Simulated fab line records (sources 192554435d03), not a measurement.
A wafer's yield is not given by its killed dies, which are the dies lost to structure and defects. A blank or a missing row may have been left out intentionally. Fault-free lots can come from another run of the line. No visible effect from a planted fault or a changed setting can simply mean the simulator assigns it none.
Chamber matching :: flow n5_finfet :: 4 sister chambers for N5_SD_EPI_P_ETCH_16 on rie_diel-05
The step etches SiO2 in CHF3/O2, target depth 5 nm. 14 wafers are shown with their chamber, then 7 later ones without.

WAFERS PAIRED WITH THEIR CHAMBERS
wafer: L075.3
chamber: 3
showerhead_plenum_p_Torr (Torr): 2.46
drypump_motor_current_A (A): 5.2
rf_vpp_V (V): 534

wafer: L075.4
chamber: 0
showerhead_plenum_p_Torr (Torr): 2.44
drypump_motor_current_A (A): 6.0
rf_vpp_V (V): 528

wafer: L075.6
chamber: 2
showerhead_plenum_p_Torr (Torr): 2.54
drypump_motor_current_A (A): 5.1
rf_vpp_V (V): 535

wafer: L078.2
chamber: 3
showerhead_plenum_p_Torr (Torr): 2.45
drypump_motor_current_A (A): 5.2
rf_vpp_V (V): 535

wafer: L078.3
chamber: 2
showerhead_plenum_p_Torr (Torr): 2.54
drypump_motor_current_A (A): 5.1
rf_vpp_V (V): 537

wafer: L078.5
chamber: 3
showerhead_plenum_p_Torr (Torr): 2.45
drypump_motor_current_A (A): 5.2
rf_vpp_V (V): 534

wafer: L080.1
chamber: 0
showerhead_plenum_p_Torr (Torr): 2.44
drypump_motor_current_A (A): 6.1
rf_vpp_V (V): 528

wafer: L080.2
chamber: 3
showerhead_plenum_p_Torr (Torr): 2.45
drypump_motor_current_A (A): 5.2
rf_vpp_V (V): 535

wafer: L080.4
chamber: 1
showerhead_plenum_p_Torr (Torr): 2.49
drypump_motor_current_A (A): 5.9
rf_vpp_V (V): 512

wafer: L081.2
chamber: 3
showerhead_plenum_p_Torr (Torr): 2.45
drypump_motor_current_A (A): 5.2
rf_vpp_V (V): 534

wafer: L081.3
chamber: 0
showerhead_plenum_p_Torr (Torr): 2.44
drypump_motor_current_A (A): 6.0
rf_vpp_V (V): 528

wafer: L081.6
chamber: 2
showerhead_plenum_p_Torr (Torr): 2.54
drypump_motor_current_A (A): 5.1
rf_vpp_V (V): 537

wafer: L085.1
chamber: 3
showerhead_plenum_p_Torr (Torr): 2.45
drypump_motor_current_A (A): 5.2
rf_vpp_V (V): 533

wafer: L085.3
chamber: 2
showerhead_plenum_p_Torr (Torr): 2.54
drypump_motor_current_A (A): 5.1
rf_vpp_V (V): 537

SIGNATURES (averages over the wafers above)
reading: showerhead_plenum_p_Torr
chamber 0: 2.4400
chamber 1: 2.4900
chamber 2: 2.5400
chamber 3: 2.4517
scatter within a chamber: 0.00289

reading: drypump_motor_current_A
chamber 0: 6.033
chamber 1: 5.900
chamber 2: 5.100
chamber 3: 5.200
scatter within a chamber: 0.0258

reading: rf_vpp_V
chamber 0: 528.00
chamber 1: 512.00
chamber 2: 536.50
chamber 3: 534.17
scatter within a chamber: 0.764
Rule: a wafer's distance from a chamber is the root of the sum, over the readings, of the square of ((its reading less the chamber's mean) divided by the reading's scatter). If the next closest chamber is less than 2 further off than the closest, the wafer can't be placed; otherwise it belongs to the closest. How the scatter is found: for the shown wafers, subtract from each reading the mean of its chamber, square and add these, divide the total by (wafers less chambers), then take the root.

WAFERS WITHOUT THEIR CHAMBER
wafer: L085.5
showerhead_plenum_p_Torr (Torr): 2.48
drypump_motor_current_A (A): 5.8
rf_vpp_V (V): 509

wafer: L086.1
showerhead_plenum_p_Torr (Torr): 2.54
drypump_motor_current_A (A): 5.1
rf_vpp_V (V): 537

wafer: L086.4
showerhead_plenum_p_Torr (Torr): 2.48
drypump_motor_current_A (A): 5.8
rf_vpp_V (V): 511

wafer: L086.5
showerhead_plenum_p_Torr (Torr): 2.54
drypump_motor_current_A (A): 5.1
rf_vpp_V (V): 536

wafer: L091.2
showerhead_plenum_p_Torr (Torr): 2.45
drypump_motor_current_A (A): 5.2
rf_vpp_V (V): 535

wafer: L091.3
showerhead_plenum_p_Torr (Torr): 2.48
drypump_motor_current_A (A): 5.9
rf_vpp_V (V): 509

wafer: L091.5
showerhead_plenum_p_Torr (Torr): 2.43
drypump_motor_current_A (A): 6.0
rf_vpp_V (V): 528

EACH ONE'S CHAMBER
wafer: L085.5
from the rows above: 1
in truth: 1

wafer: L086.1
from the rows above: 2
in truth: 2

wafer: L086.4
from the rows above: 1
in truth: 1

wafer: L086.5
from the rows above: 2
in truth: 2

wafer: L091.2
from the rows above: 3
in truth: 3

wafer: L091.3
from the rows above: 1
in truth: 1

wafer: L091.5
from the rows above: 0
in truth: 0
7 of 7 placed correctly. From these rows, 0 cannot be placed. Placed wrongly: 0.
